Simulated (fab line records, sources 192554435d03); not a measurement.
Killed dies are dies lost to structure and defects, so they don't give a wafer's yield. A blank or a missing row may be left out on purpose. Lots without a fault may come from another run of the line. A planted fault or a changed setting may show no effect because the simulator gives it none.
Chamber matching | flow n5_finfet | N5_ILD0_ALD_15 on ald_sin-04: 4 sister chambers
The step deposits SiNx, target thk 24 nm, pulse time 1 s, ald cycles 480. 14 wafers are shown with their chamber, then 7 later ones without.

WAFERS WITH THEIR CHAMBER
wafer  | chamber | heater_power_w (W) | precursor_pulse_height_rel
L077.1 | 1       | 770                | 1.047
L077.2 | 2       | 743                | 0.998
L077.6 | 3       | 1030               | 1.014
L078.1 | 1       | 767                | 0.995
L078.3 | 0       | 834                | 1.000
L078.6 | 3       | 1052               | 1.011
L079.1 | 1       | 749                | 0.994
L079.2 | 0       | 824                | 0.995
L079.5 | 1       | 771                | 1.004
L084.1 | 1       | 741                | 0.966
L084.2 | 0       | 836                | 1.020
L084.6 | 0       | 838                | 0.980
L085.3 | 2       | 757                | 1.040
L085.4 | 0       | 836                | 0.995

SIGNATURES (means of the wafers above)
reading                    | chamber 0 | chamber 1 | chamber 2 | chamber 3 | scatter within a chamber
heater_power_w             | 833.60    | 759.60    | 750.00    | 1041.00   | 11
precursor_pulse_height_rel | 0.99800   | 1.00120   | 1.01900   | 1.01250   | 0.0227
Rule: a wafer's distance from a chamber is the root of the sum, over the readings, of the square of ((its reading less the chamber's mean) divided by the reading's scatter). The wafer belongs to the nearest chamber; if the next one is less than 2 further off, it can't be placed. The scatter: the root of (the sum of the squares of (reading less its chamber's mean) over the shown wafers, divided by (wafers less chambers)).

WAFERS WITHOUT THEIR CHAMBER
wafer  | heater_power_w (W) | precursor_pulse_height_rel
L085.5 | 776                | 1.005
L089.1 | 737                | 0.992
L089.2 | 858                | 0.998
L089.4 | 1040               | 1.004
L090.3 | 1052               | 1.008
L090.5 | 1046               | 0.984
L090.6 | 838                | 1.024

WHICH CHAMBER EACH WENT THROUGH
wafer  | from the rows above     | in truth
L085.5 | can't be placed: 1 or 2 | 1
L089.1 | can't be placed: 2 or 1 | 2
L089.2 | 0                       | 0
L089.4 | 3                       | 3
L090.3 | 3                       | 3
L090.5 | 3                       | 3
L090.6 | 0                       | 0
Placed correctly: 5 of 7. Can't be placed from these rows: 2 (the true chamber is among the candidates in 2). Placed wrongly: 0.
